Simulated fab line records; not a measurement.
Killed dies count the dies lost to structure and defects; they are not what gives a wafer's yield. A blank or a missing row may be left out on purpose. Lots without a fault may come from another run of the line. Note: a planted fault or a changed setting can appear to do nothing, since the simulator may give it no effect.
Which tool was responsible? -- flow nand harc -- 42 wafers from 14 lots sampled at 4 of the route's 1302 steps

WHAT EACH GAUGE READ, for each wafer
NHARC_A_CHANNEL_FILL_D1_INSPECT_13.
lot,measured,on,raw defect count
L689,day 10 21:31,defect inspect-01,282 343 200
L690,day 11 04:13,defect inspect-02,328 289 330
L691,day 11 19:17,defect inspect-02,296 259 312
L692,day 12 11:49,defect inspect-02,310 211 256
L697,day 14 09:43,defect inspect-02,204 177 362
L699,day 14 18:01,defect inspect-01,189 216 312
L705,day 17 17:02,defect inspect-02,533 699 412
L706,day 18 01:26,defect inspect-02,166 108 81
L707,day 18 10:13,defect inspect-01,286 259 321
L708,day 18 17:00,defect inspect-01,280 291 252
L709,day 19 08:05,defect inspect-01,409 329 516
L710,day 19 16:13,defect inspect-01,324 332 337
L711,day 19 18:57,defect inspect-01,518 234 303
L712,day 21 03:26,defect inspect-01,228 384 405

NHARC_A_ONON_D2_THK_MEAS_11: measures by ellipsometry.
lot,measured,on,thk nm (nm)
L689,day 12 11:34,film metro-02,1010 1008 1008
L690,day 12 18:49,film metro-02,1018 1018 1018
L691,day 13 10:39,film metro-01,1012 1012 1015
L692,day 14 03:49,film metro-02,993 994 996
L697,day 15 21:43,film metro-01,1010 674 1010
L699,day 16 08:01,film metro-01,661 997 663
L705,day 19 08:13,film metro-02,1004 1006 1004
L706,day 19 16:44,film metro-01,980 980 981
L707,day 20 00:55,film metro-02,997 1001 999
L708,day 20 12:09,film metro-02,978 978 979
L709,day 21 02:39,film metro-01,998 999 999
L710,day 21 07:02,film metro-02,997 996 995
L711,day 21 07:01,film metro-01,1002 1003 1002
L712,day 22 13:58,film metro-01,1000 1002 1002

WHAT TOOL EACH LOT RAN ON (gives the tool, then ch and the chambers of the sampled wafers, and finally the start)
lot,NHARC_A_DECK1_JOINT_CMP_13,NHARC_A_ONON_D2_DEP_09
L689,"cmp-04 ch 2,3, day 11 07:43","pecvd onon-04 ch 0, day 12 11:04"
L690,"cmp-03 ch 0,1,2, day 11 16:07","pecvd onon-04 ch 0, day 12 18:25"
L691,"cmp-03 ch 0,3, day 12 05:37","pecvd onon-04 ch 0, day 13 10:14"
L692,"cmp-03 ch 1,2,3, day 12 22:23","pecvd onon-01 ch 0, day 14 03:22"
L697,"cmp-03 ch 1,2,3, day 14 20:04","pecvd onon-01 ch 0, day 15 21:20"
L699,"cmp-03 ch 0,1,2, day 15 04:26","pecvd onon-01 ch 0, day 16 07:34"
L705,"cmp-03 ch 1,2,3, day 18 03:27","pecvd onon-04 ch 0, day 19 07:43"
L706,"cmp-01 ch 1,2,3, day 18 11:46","pecvd onon-01 ch 0, day 19 16:14"
L707,"cmp-04 ch 1,2,3, day 18 23:32","pecvd onon-03 ch 0, day 20 00:24"
L708,"cmp-04 ch 2,3, day 19 07:16","pecvd onon-03 ch 0, day 20 11:38"
L709,"cmp-04 ch 1,2,3, day 19 18:30","pecvd onon-04 ch 0, day 21 02:09"
L710,"cmp-01 ch 0,1,3, day 20 02:35","pecvd onon-04 ch 0, day 21 06:32"
L711,"cmp-01 ch 1,2,3, day 20 05:21","pecvd onon-03 ch 0, day 21 06:38"
L712,"cmp-03 ch 2,3, day 21 13:46","pecvd onon-04 ch 0, day 22 13:27"
- NHARC_A_DECK1_JOINT_CMP_13: polishes, target thk 51.023 nm.
- NHARC_A_ONON_D2_DEP_09: target thk 1000 nm.

WHAT THE TOOLS THEMSELVES READ (means of the sampled wafers that have a number; where no wafer has one, the mark that the record gives instead)
NHARC_A_DECK1_JOINT_CMP_13.
lot,tool,motor current A (A),slurry filter dp kPa (kPa),time to endpoint s (s)
L689,cmp-04,11.7,13.40,9.9
L690,cmp-03,11.4,13.50,8.3
L691,cmp-03,11.6,13.43,8.2
L692,cmp-03,12.1,13.62,10.7
L697,cmp-03,11.9,13.66,9.0
L699,cmp-03,11.8,13.53,5.9
L705,cmp-03,12.2,13.61,9.8
L706,cmp-01,12.0,13.37,9.0
L707,cmp-04,11.6,13.51,7.5
L708,cmp-04,12.0,13.60,9.9
L709,cmp-04,11.4,13.50,9.0
L710,cmp-01,12.5,13.53,9.4
L711,cmp-01,12.2,13.47,5.7
L712,cmp-03,12.0,13.70,10.0

NHARC_A_ONON_D2_DEP_09.
lot,tool,nh3 flow sccm (sccm)
L689,pecvd onon-04,502.3
L690,pecvd onon-04,500.0
L691,pecvd onon-04,500.3
L692,pecvd onon-01,501.4
L697,pecvd onon-01,501.4
L699,pecvd onon-01,500.0
L705,pecvd onon-04,498.6
L706,pecvd onon-01,502.7
L707,pecvd onon-03,500.2
L708,pecvd onon-03,498.8
L709,pecvd onon-04,497.4
L710,pecvd onon-04,500.8
L711,pecvd onon-03,500.0
L712,pecvd onon-04,499.4

THE ANSWER, worked out from the rows above alone
Rule: usual is defined by the lots themselves. The widest of any qualifying gaps counts: lots, ordered by their means at a reading, are off when they make up no more than a third of the lots, leave a main group of 4 or more, and stand apart from it by 3 or more times the standard deviation of that group's means. Not used: any main group whose means are identical at the precision the tables above print for the reading. Also off: a lot with no number at a reading for which 4 or more lots have one. The other lots that the step has rows for count as sound. After the gauges, taken in route order, come the tools' own readings; for these a lot's mean is taken, as printed above. At the first step where some lot is off, the reading lying furthest off is the one used; lots without a number count as furthest.
Off: L697, L699, at NHARC_A_ONON_D2_THK_MEAS_11 (thk nm). Mean 1000 nm and standard deviation 11 in the main group.
A tool fits if, at a process step before that reading, it ran every lot that is off, and no sound lot after the first of them. Gauges at NHARC_A_ONON_D2_THK_MEAS_11: tried the same way as those tools. None of those tried fits.

WHAT HAD BEEN PUT IN BY THE SIMULATOR
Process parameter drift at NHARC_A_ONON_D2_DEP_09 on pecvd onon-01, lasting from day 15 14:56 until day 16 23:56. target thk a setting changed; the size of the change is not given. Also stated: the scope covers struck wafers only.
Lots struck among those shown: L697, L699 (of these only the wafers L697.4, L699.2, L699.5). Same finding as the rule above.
